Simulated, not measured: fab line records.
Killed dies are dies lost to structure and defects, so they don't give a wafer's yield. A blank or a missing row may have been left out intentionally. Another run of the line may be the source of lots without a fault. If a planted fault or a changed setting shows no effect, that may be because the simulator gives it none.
Matching of chambers | flow nandHarc | NHARC_A_CONTACT_ETCH_91 on rieDiel-05 has 4 sister chambers
The step etches the open film in CH3F/O2, target depth 40 nm, time 85.7 s. 8 wafers are shown with their chamber, then 8 later ones without.

## EACH WAFER AND ITS CHAMBER
wafer  | chamber | drypumpMotorCurrentA (A) | showerheadPlenumPTorr (Torr)
L076.2 | 0       | 6.0                      | 2.31
L076.4 | 1       | 4.9                      | 2.50
L080.1 | 1       | 5.0                      | 2.49
L082.6 | 2       | 5.7                      | 2.66
L083.2 | 3       | 5.2                      | 2.49
L083.5 | 2       | 5.7                      | 2.66
L083.6 | 3       | 5.3                      | 2.49
L087.2 | 0       | 6.0                      | 2.30

## WAFERS WITHOUT THEIR CHAMBER
wafer  | drypumpMotorCurrentA (A) | showerheadPlenumPTorr (Torr)
L087.3 | 5.7                      | 2.65
L087.5 | 5.7                      | 2.65
L088.1 | 6.0                      | 2.30
L088.2 | 4.9                      | 2.48
L088.4 | 5.7                      | 2.65
L096.2 | 4.9                      | 2.47
L096.3 | 6.0                      | 2.29
L096.5 | 6.0                      | 2.29

## WHICH CHAMBER EACH WENT THROUGH
wafer  | from the rows above | in truth
L087.3 | 2                   | 2
L087.5 | 2                   | 2
L088.1 | 0                   | 0
L088.2 | 1                   | 1
L088.4 | 2                   | 2
L096.2 | 1                   | 1
L096.3 | 0                   | 0
L096.5 | 0                   | 0
Correct placement for 8 of the 8. From these rows, 0 cannot be placed. Number placed wrongly: 0.
How it was worked out, from the rows above alone: a wafer's distance from a chamber is the root of the sum, over the readings, of the square of ((its reading less the chamber's mean) divided by the reading's scatter). The wafer belongs to the nearest chamber; if the next one is less than 2 further off, it can't be placed. The mean given for a chamber averages the wafers shown for that chamber. The scatter: take each reading less its chamber's mean, square it, sum over the shown wafers, divide by the number of wafers less the number of chambers, and take the root.
